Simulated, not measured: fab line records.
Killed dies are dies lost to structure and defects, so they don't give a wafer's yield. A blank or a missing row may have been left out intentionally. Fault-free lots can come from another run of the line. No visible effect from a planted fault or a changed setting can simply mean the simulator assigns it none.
Lot-split experiment | flow n5_finfet | 39 wafers read across 7 lots, on a route 1938 steps long

## THE SPLIT
At N5_SD_EPI_N_LINER_46 (material SiNx, target thk 3 nm), the setting target_thk_a was moved away from the recipe's 30 angstrom on 15 of the 39 wafers read, by -11.8% to +6.2%. All remaining wafers had this setting at the recipe value.

The reading is taken at the split's own step.

## THE READING
SiNx_of_SD_EPI_N_LINER_46.thk_nm (the simulator's own value, which no gauge read), in nm, at N5_SD_EPI_N_LINER_46 (material SiNx, target thk 3 nm). The file does not state a usual value for it.

wafer  | tool, chamber at the split | target_thk_a as run, angstrom | against the recipe | SiNx_of_SD_EPI_N_LINER_46.thk_nm, nm | against lot-mates on the recipe
L074.1 | ald_sin-03, 2,2,1          | 30                            | recipe             | 3                                    | -
L074.5 | ald_sin-03, 2,2,1          | 30                            | recipe             | 3                                    | -
L074.6 | ald_sin-03, 2,2,1          | 30                            | recipe             | 3                                    | -
L074.2 | ald_sin-03, 0,3,1          | 26.57                         | -11.4%             | 2.6                                  | -0.4
L074.3 | ald_sin-03, 0,3,1          | 26.57                         | -11.4%             | 2.6                                  | -0.4
L074.4 | ald_sin-03, 0,3,1          | 26.57                         | -11.4%             | 2.6                                  | -0.4
L078.1 | ald_sin-03, 2,1,0          | 31.85                         | +6.2%              | 3.2                                  | +0.2
L078.2 | ald_sin-03, 2,1,0          | 31.85                         | +6.2%              | 3.2                                  | +0.2
L078.4 | ald_sin-03, 2,1,0          | 31.85                         | +6.2%              | 3.2                                  | +0.2
L078.3 | ald_sin-03, 3,2,1          | 30                            | recipe             | 3                                    | -
L078.5 | ald_sin-03, 3,2,1          | 30                            | recipe             | 3                                    | -
L078.6 | ald_sin-03, 3,2,1          | 30                            | recipe             | 3                                    | -
L081.1 | ald_sin-04, 2,1,3,0,2,1    | 30                            | recipe             | 3                                    | -
L081.2 | ald_sin-04, 2,1,3,0,2,1    | 30                            | recipe             | 3                                    | -
L081.3 | ald_sin-04, 2,1,3,0,2,1    | 30                            | recipe             | 3                                    | -
L081.4 | ald_sin-04, 2,1,3,0,2,1    | 30                            | recipe             | 3                                    | -
L081.5 | ald_sin-04, 2,1,3,0,2,1    | 30                            | recipe             | 3                                    | -
L081.6 | ald_sin-04, 2,1,3,0,2,1    | 30                            | recipe             | 3                                    | -
L086.2 | ald_sin-03, 1,2,1          | 30                            | recipe             | 3                                    | -
L086.5 | ald_sin-03, 1,2,1          | 30                            | recipe             | 3                                    | -
L086.6 | ald_sin-03, 1,2,1          | 30                            | recipe             | 3                                    | -
L088.1 | ald_sin-02, 3,2,0          | 30                            | recipe             | 3                                    | -
L088.2 | ald_sin-02, 3,2,0          | 30                            | recipe             | 3                                    | -
L088.6 | ald_sin-02, 3,2,0          | 30                            | recipe             | 3                                    | -
L088.3 | ald_sin-02, 1,0,3          | 31.73                         | +5.8%              | 3.2                                  | +0.2
L088.4 | ald_sin-02, 1,0,3          | 31.73                         | +5.8%              | 3.2                                  | +0.2
L088.5 | ald_sin-02, 1,0,3          | 31.73                         | +5.8%              | 3.2                                  | +0.2
L095.1 | ald_sin-02, 3,2,1          | 30                            | recipe             | 3                                    | -
L095.5 | ald_sin-02, 3,2,1          | 30                            | recipe             | 3                                    | -
L095.6 | ald_sin-02, 3,2,1          | 30                            | recipe             | 3                                    | -
L095.2 | ald_sin-02, 2,1,3          | 27.68                         | -7.7%              | 2.8                                  | -0.2
L095.3 | ald_sin-02, 2,1,3          | 27.68                         | -7.7%              | 2.8                                  | -0.2
L095.4 | ald_sin-02, 2,1,3          | 27.68                         | -7.7%              | 2.8                                  | -0.2
L096.1 | ald_sin-03, 3,0,1          | 26.45                         | -11.8%             | 2.6                                  | -0.4
L096.2 | ald_sin-03, 3,0,1          | 26.45                         | -11.8%             | 2.6                                  | -0.4
L096.3 | ald_sin-03, 3,0,1          | 26.45                         | -11.8%             | 2.6                                  | -0.4
L096.4 | ald_sin-03, 2,3,2          | 30                            | recipe             | 3                                    | -
L096.5 | ald_sin-03, 2,3,2          | 30                            | recipe             | 3                                    | -
L096.6 | ald_sin-03, 2,3,2          | 30                            | recipe             | 3                                    | -
The file does not say which wafer passed through which chamber wherever a row lists several chambers: such a row stands for several wafers.

FIT RESULTS
A straight line over all 39 wafers: SiNx_of_SD_EPI_N_LINER_46.thk_nm changes by +0.0331 nm for each +1% of target_thk_a; r = +1.00; the points scatter about the line by 0.017 nm.
The same after taking each lot's own level away (the mean of its wafers on the recipe; 39 wafers): +0.0331 nm for each +1%; r = +1.00; scatter 0.017 nm.
That fit puts the effect of the largest move of target_thk_a on the reading at 0.39 nm.
The lots' own levels span 3.00 to 3.00 nm.
Hence the lot-to-lot level has little effect on the slope; both slopes agree.
Check: with one of the wafers moved furthest among these (-11.8%) left out of the fit, the line predicts -0.387 nm for it against its lot-mates. Against them it came out at -0.4 nm.

## ADDITIONAL SPLITS CARRIED BY THESE WAFERS
Note: prior to the reading, these wafers also went through further splits. Each is held against what the fit with the lots' levels taken away leaves over:
other split on the same wafers       | wafers away from the commonest value | r with SiNx_of_SD_EPI_N_LINER_46.thk_nm (lot level and that fit taken away)
N5_WELL_APT_IMPLANT_14 energy_kev    | 15                                   | +0.07
N5_FIN_SAQP_ALD_61 temp_c            | 12                                   | +0.02
N5_FIN_SAQP_SPACER1_ALD_24 temp_c    | 18                                   | +0.12
N5_DUMMY_GATE_EXPOSE_12 dose_mj      | 12                                   | -0.17
N5_DUMMY_GATE_ETCH_31 target_depth_a | 9                                    | -0.04
N5_DUMMY_GATE_ETCH_32 time_s         | 12                                   | -0.39

## THE FILE'S OWN FIT
SiNx_of_SD_EPI_N_LINER_46.thk_nm changes by +0.0329 nm for each +1% of target_thk_a, r = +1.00.
